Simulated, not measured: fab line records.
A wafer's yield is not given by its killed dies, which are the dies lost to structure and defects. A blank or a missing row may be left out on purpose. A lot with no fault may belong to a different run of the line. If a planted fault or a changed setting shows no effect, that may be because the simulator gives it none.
Chamber matching	flow nand_harc	rie_diel-07 running NHARC_A_M1_ETCH_35: 4 sister chambers
The step etches the open film in N2/H2, target depth 40 nm, overetch 12 nm, time 43.94 s. 18 wafers are shown with their chamber, then 9 later ones without.

WAFERS PAIRED WITH THEIR CHAMBERS
wafer	chamber	drypump_motor_current_A (A)	oes_product_au (a.u.)	rf_vpp_V (V)
L075.2	2	5.8	1.014	430.3
L075.4	2	5.8	1.009	430.3
L075.5	0	5.2	0.981	430.1
L076.1	2	5.8	1.010	428.6
L076.2	0	5.2	0.972	429.6
L076.5	3	6.4	0.999	432.1
L080.3	2	5.8	1.011	430.3
L080.4	1	6.3	1.009	432.1
L080.5	1	6.3	1.001	430.8
L080.1	0	5.2	0.974	429.6
L080.2	3	6.5	1.010	432.2
L080.6	2	5.8	1.020	429.6
L083.1	2	5.8	1.013	429.6
L083.2	0	5.2	0.979	430.5
L083.3	1	6.3	1.014	429.4
L087.3	1	6.3	1.010	430.8
L087.4	3	6.5	1.008	433.7
L087.5	0	5.2	0.975	429.0

SIGNATURES (means of the wafers above)
reading	chamber 0	chamber 1	chamber 2	chamber 3	scatter within a chamber
drypump_motor_current_A	5.200	6.300	5.800	6.467	0.0218
oes_product_au	0.97620	1.00850	1.01283	1.00567	0.00456
rf_vpp_V	429.760	430.775	429.783	432.667	0.793
Rule: for a wafer and a chamber, the distance is found by dividing, reading by reading, the gap between the wafer's reading and the chamber's mean by the reading's scatter, squaring, summing and taking the root. The wafer belongs to the nearest chamber; if the next one is less than 2 further off, it can't be placed. The scatter: the root of (the sum of the squares of (reading less its chamber's mean) over the shown wafers, divided by (wafers less chambers)).

WAFERS WHOSE CHAMBER IS MISSING
wafer	drypump_motor_current_A (A)	oes_product_au (a.u.)	rf_vpp_V (V)
L086.1	5.2	0.975	428.3
L086.3	6.5	0.991	433.2
L086.6	5.2	0.969	430.8
L092.1	6.4	0.990	433.8
L092.3	5.2	0.977	430.9
L092.5	6.4	1.009	433.2
L097.3	5.8	1.025	430.1
L097.4	5.2	0.979	428.3
L097.6	5.8	1.016	430.2

EACH ONE'S CHAMBER
wafer	from the rows above	in truth
L086.1	0	0
L086.3	3	3
L086.6	0	0
L092.1	3	3
L092.3	0	0
L092.5	3	3
L097.3	2	2
L097.4	0	0
L097.6	2	2
Correct placement for 9 of the 9. Left unplaced by these rows: 0. Wrongly placed: 0.
